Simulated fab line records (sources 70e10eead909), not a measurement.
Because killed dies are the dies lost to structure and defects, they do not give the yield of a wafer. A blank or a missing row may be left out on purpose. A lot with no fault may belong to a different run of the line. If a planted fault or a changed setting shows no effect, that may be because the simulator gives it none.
A lot that was struck, set against a sound lot ; flow nand harc ; 32 out of 1159 route steps
Sound: the wafers L674.2, L674.4, L674.5. Wafers L685.2, L685.5, L685.6 were the ones struck. At the end, the cause is stated.
Per side, at each step with rows, come the tool, then ch with its chambers, and then its first start. Under that, the readings that differ: sound wafers ; struck wafers ; difference of the means ; sigmas: that difference in standard deviations of wafers without a fault.
alike: a reading whose means differ by less than 2 such deviations, as well as words and numbers matching on both sides. not compared: withheld readings; readings where some wafer has no value; bounds like >300 that might hide an equal value; numbers whose values overlap and for which the record gives no deviation.
The two part at a step that has a row with sigmas, a row that says differs or no value, or rows on one side only. Numbers that don't overlap but have no deviation are shown without sigmas and don't part them. A reading that every wafer of one side lacks parts them only if that side has two wafers or more.

first, 8 steps without rows for these wafers: NHARC_P_M1_DEVELOP_08 (develop time 35 s); NHARC_P_M1_DESCUM_14 (chemistry O2, time 3 s); NHARC_P_M1_ETCH_35 (etches the open film in N2/H2, target depth 40 nm, overetch 12 nm, time 43.94 s); NHARC_P_M1_ETCH_15 (etches the open film in C4F8/Ar, target depth 182.5 nm, time 91.2 s); NHARC_P_M1_STRIP_18 (strips in N2/H2); NHARC_P_M1_ETCH_28 (etches the open film in CF4/N2, target depth 30 nm, time 72.99 s); NHARC_P_M1_STRIP_19 (strips in post etch residue remover, time 600 s); NHARC_P_M1_DEGAS_29 (time 60 s).
NHARC_P_M1_PRE_CLEAN_30: time 30 s.
  sound: pvd sputter-01 at day 6 12:19; struck: pvd sputter-01 at day 9 05:29
  alike: heater power w
then, 22 steps without rows for these wafers: NHARC_P_M1_PVD_20 (deposits TaN, target thk 5 nm, time 8.06 s); NHARC_P_M1_PVD_21 (deposits Cu, target thk 30 nm, time 20.49 s); NHARC_P_M1_ECD_22 (material Cu, target thk 400 nm); NHARC_P_M1_ANNEAL_31 (time 90 s); NHARC_P_M1_CMP_23 (polishes, t overpolish 20 s, target thk 157.82 nm); NHARC_P_M1_SRD_25; NHARC_P_M1_PRE_CLEAN_32 (time 12 s); NHARC_P_M1_DEP_33 (deposits SiCN, target thk 30 nm); NHARC_P_M2_DEP_00 (deposits SiOC, target thk 182.5 nm); NHARC_P_M2_DEHYDRATE_01 (time 120 s); NHARC_P_M2_HMDS_02 (time 30 s); NHARC_P_M2_COAT_34 (time 65 s); NHARC_P_M2_COAT_03 (resist thk 90 nm); NHARC_P_M2_SOFTBAKE_04 (time 55 s); NHARC_P_M2_EBR_05; NHARC_P_M2_EXPOSE_06 (exposes mask P M2, target cd 170 nm); NHARC_P_M2_PEB_07 (peb time 65 s); NHARC_P_M2_DEVELOP_08 (develop time 35 s); NHARC_P_M2_DESCUM_14 (chemistry O2, time 3 s); NHARC_P_M2_ETCH_35 (etches the open film in N2/H2, target depth 40 nm, overetch 12 nm, time 43.94 s); NHARC_P_M2_ETCH_15 (etches the open film in C4F8/Ar, target depth 182.5 nm, time 91.2 s); NHARC_P_M2_STRIP_18 (strips in N2/H2).
-- the record jumps here: 14 days lie between the struck wafers' starts before and after (it left off in module P_M2 and takes up again in module END, whose first step shown is number 1159 of the route) --
NHARC_END_SORT_01:
  at this point the record logs the struck wafers (prober-01 ch 0, day 23 03:29) and has no rows for the sound ones

WHERE THEY PART
NHARC_END_SORT_01 only, going by this record.

WHY: whatever the simulator had introduced
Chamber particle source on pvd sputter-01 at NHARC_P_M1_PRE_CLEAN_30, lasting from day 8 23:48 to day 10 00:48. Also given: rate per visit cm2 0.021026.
